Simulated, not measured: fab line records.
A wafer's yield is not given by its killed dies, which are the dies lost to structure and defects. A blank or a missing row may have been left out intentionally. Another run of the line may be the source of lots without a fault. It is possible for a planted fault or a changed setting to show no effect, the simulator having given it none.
Which tool did it? || flow nandHarc || 33 wafers from 11 lots sampled at 3 of the route's 1159 steps

== WHAT THE GAUGES SHOWED, per wafer ==
NHARC_P_ZERO_WELL_CD_MEAS_52 targets a cd of 2000 nm.
{"lot": "L997", "measured": "day 2 05:30", "on": "cdSem-02", "cdNm (nm)": "2001.5 2000.0 2000.4"}
{"lot": "L998", "measured": "day 2 11:49", "on": "cdSem-03", "cdNm (nm)": "1998.7 1999.1 1997.8"}
{"lot": "L999", "measured": "day 2 17:53", "on": "cdSem-02", "cdNm (nm)": "1999.5 2000.1 1999.8"}
{"lot": "L100", "measured": "day 2 23:40", "on": "cdSem-02", "cdNm (nm)": "1999.0 2000.1 2000.8"}
{"lot": "L101", "measured": "day 3 05:47", "on": "cdSem-01", "cdNm (nm)": "2001.6 2000.3 2001.7"}
{"lot": "L102", "measured": "day 3 11:49", "on": "cdSem-03", "cdNm (nm)": "2001.5 2001.1 2000.3"}
{"lot": "L106", "measured": "day 4 12:04", "on": "cdSem-02", "cdNm (nm)": "2002.4 2001.5 2002.6"}
{"lot": "L107", "measured": "day 4 17:48", "on": "cdSem-02", "cdNm (nm)": "1999.0 1998.1 2001.2"}
{"lot": "L110", "measured": "day 5 11:49", "on": "cdSem-03", "cdNm (nm)": "1999.4 1998.7 1997.7"}
{"lot": "L112", "measured": "day 5 23:44", "on": "cdSem-03", "cdNm (nm)": "- - -"}
{"lot": "L116", "measured": "day 7 00:04", "on": "cdSem-01", "cdNm (nm)": "1999.0 2000.8 2000.2"}

== EACH LOT AND THE TOOL THAT RAN IT (in order: tool; ch and the chambers of the sampled wafers; start) ==
{"lot": "L997", "NHARC_P_ZERO_WELL_ETCH_62": "rieDiel-04 ch 0,1,2, day 2 05:20 or earlier", "NHARC_P_ZERO_WELL_EXPOSE_49": "krfScanner-02 ch 0, day 2 05:20"}
{"lot": "L998", "NHARC_P_ZERO_WELL_ETCH_62": "rieDiel-04 ch 2,3, day 2 11:39 or earlier", "NHARC_P_ZERO_WELL_EXPOSE_49": "krfScanner-02 ch 0, day 2 11:39"}
{"lot": "L999", "NHARC_P_ZERO_WELL_ETCH_62": "rieDiel-09 ch 0,1,2, day 2 17:44 or earlier", "NHARC_P_ZERO_WELL_EXPOSE_49": "krfScanner-03 ch 0, day 2 17:44"}
{"lot": "L100", "NHARC_P_ZERO_WELL_ETCH_62": "rieDiel-09 ch 1,3, day 2 23:31 or earlier", "NHARC_P_ZERO_WELL_EXPOSE_49": "krfScanner-03 ch 0, day 2 23:31"}
{"lot": "L101", "NHARC_P_ZERO_WELL_ETCH_62": "rieDiel-04 ch 1,2,3, day 3 05:38 or earlier", "NHARC_P_ZERO_WELL_EXPOSE_49": "krfScanner-02 ch 0, day 3 05:38"}
{"lot": "L102", "NHARC_P_ZERO_WELL_ETCH_62": "rieDiel-03 ch 0,1, day 3 11:40 or earlier", "NHARC_P_ZERO_WELL_EXPOSE_49": "krfScanner-01 ch 0, day 3 11:40"}
{"lot": "L106", "NHARC_P_ZERO_WELL_ETCH_62": "rieDiel-04 ch 0,1,3, day 4 11:55 or earlier", "NHARC_P_ZERO_WELL_EXPOSE_49": "krfScanner-01 ch 0, day 4 11:55"}
{"lot": "L107", "NHARC_P_ZERO_WELL_ETCH_62": "rieDiel-03 ch 0,1,2, day 4 17:38 or earlier", "NHARC_P_ZERO_WELL_EXPOSE_49": "krfScanner-03 ch 0, day 4 17:38"}
{"lot": "L110", "NHARC_P_ZERO_WELL_ETCH_62": "rieDiel-09 ch 0,2,3, day 5 11:40 or earlier", "NHARC_P_ZERO_WELL_EXPOSE_49": "krfScanner-03 ch 0, day 5 11:40"}
{"lot": "L112", "NHARC_P_ZERO_WELL_ETCH_62": "rieDiel-09 ch 0,1,2, day 5 23:35 or earlier", "NHARC_P_ZERO_WELL_EXPOSE_49": "krfScanner-03 ch 0, day 5 23:35"}
{"lot": "L116", "NHARC_P_ZERO_WELL_ETCH_62": "rieDiel-09 ch 1,2,3, day 6 23:54 or earlier", "NHARC_P_ZERO_WELL_EXPOSE_49": "krfScanner-02 ch 0, day 6 23:54"}
- NHARC_P_ZERO_WELL_ETCH_62: etches the open film in CHF3/Ar, target depth 13 nm, time 6.5 s.
- NHARC_P_ZERO_WELL_EXPOSE_49: exposes mask P HVPW, target cd 2000 nm.

== THE ANSWER, worked out from the rows above alone ==
Rule: usual is defined by the lots themselves. The widest of any qualifying gaps counts: lots, ordered by their means at a reading, are off when they make up no more than a third of the lots, leave a main group of 4 or more, and stand apart from it by 3 or more times the standard deviation of that group's means. The tables above print the reading to a certain number of digits; a main group whose means all agree to those digits is not used. A lot without any number at a reading at which 4 lots or more have one is off too. Where the step has rows for the other lots, those lots are counted as sound.
Off: L112, at NHARC_P_ZERO_WELL_CD_MEAS_52 (cdNm). Without a number there: L112. The main group: mean 2000.1 nm, standard deviation 1.1.
If a tool, at a process step before that reading, ran all the lots that are off and no sound lot after the first of them, it fits. Gauges at NHARC_P_ZERO_WELL_CD_MEAS_52: tried the same way as those tools. NHARC_P_ZERO_WELL_ETCH_62 gives no start for some lots, so the hours and the order of its lots are those of NHARC_P_ZERO_WELL_EXPOSE_49. 2 tools fit, krfScanner-03 at NHARC_P_ZERO_WELL_EXPOSE_49 and cdSem-03 at NHARC_P_ZERO_WELL_CD_MEAS_52, so this cannot tell which one it is.

== WHAT THE SIMULATOR HAD PUT IN ==
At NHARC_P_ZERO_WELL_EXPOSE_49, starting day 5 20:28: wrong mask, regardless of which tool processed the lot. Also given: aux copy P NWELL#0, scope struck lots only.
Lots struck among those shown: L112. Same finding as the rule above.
